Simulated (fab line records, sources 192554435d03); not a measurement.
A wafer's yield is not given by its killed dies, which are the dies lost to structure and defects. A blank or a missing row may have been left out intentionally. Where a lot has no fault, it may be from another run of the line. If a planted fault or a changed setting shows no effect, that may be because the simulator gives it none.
Matching of chambers :: flow n5 finfet :: 4 sister chambers for N5_BEOL_M1_ETCH_63 on rie diel-02
The step etches SiARC in CF4, target depth 15.6 nm, time 26 s. 4 wafers are shown with their chamber, then 8 later ones without.

WAFERS WITH THEIR CHAMBER
wafer: L081.3
chamber: 0
drypump motor current A (A): 5.1

wafer: L083.1
chamber: 1
drypump motor current A (A): 5.8

wafer: L083.5
chamber: 3
drypump motor current A (A): 5.6

wafer: L085.3
chamber: 2
drypump motor current A (A): 6.5

WAFERS WHOSE CHAMBER IS MISSING
wafer: L085.4
drypump motor current A (A): 5.1

wafer: L085.5
drypump motor current A (A): 5.6

wafer: L088.3
drypump motor current A (A): 5.0

wafer: L088.4
drypump motor current A (A): 5.6

wafer: L088.5
drypump motor current A (A): 5.8

wafer: L091.3
drypump motor current A (A): 5.1

wafer: L091.4
drypump motor current A (A): 5.6

wafer: L091.5
drypump motor current A (A): 6.4

WHICH CHAMBER EACH WENT THROUGH
wafer: L085.4
from the rows above: 0
in truth: 0

wafer: L085.5
from the rows above: 3
in truth: 3

wafer: L088.3
from the rows above: 0
in truth: 0

wafer: L088.4
from the rows above: 3
in truth: 3

wafer: L088.5
from the rows above: 1
in truth: 1

wafer: L091.3
from the rows above: 0
in truth: 0

wafer: L091.4
from the rows above: 3
in truth: 3

wafer: L091.5
from the rows above: 2
in truth: 2
Correctly placed: 8 of 8. Can't be placed from these rows: 0. 0 placed wrongly.
How it was worked out, from the rows above alone: a wafer's distance from a chamber is the root of the sum, over the readings, of the square of ((its reading less the chamber's mean) divided by the reading's scatter). The wafer belongs to the nearest chamber; if the next one is less than 2 further off, it can't be placed. The mean given for a chamber averages the wafers shown for that chamber. The scatter: with one shown wafer a chamber, the root of the mean of the squares of how far each hidden wafer lies from its nearest shown one.
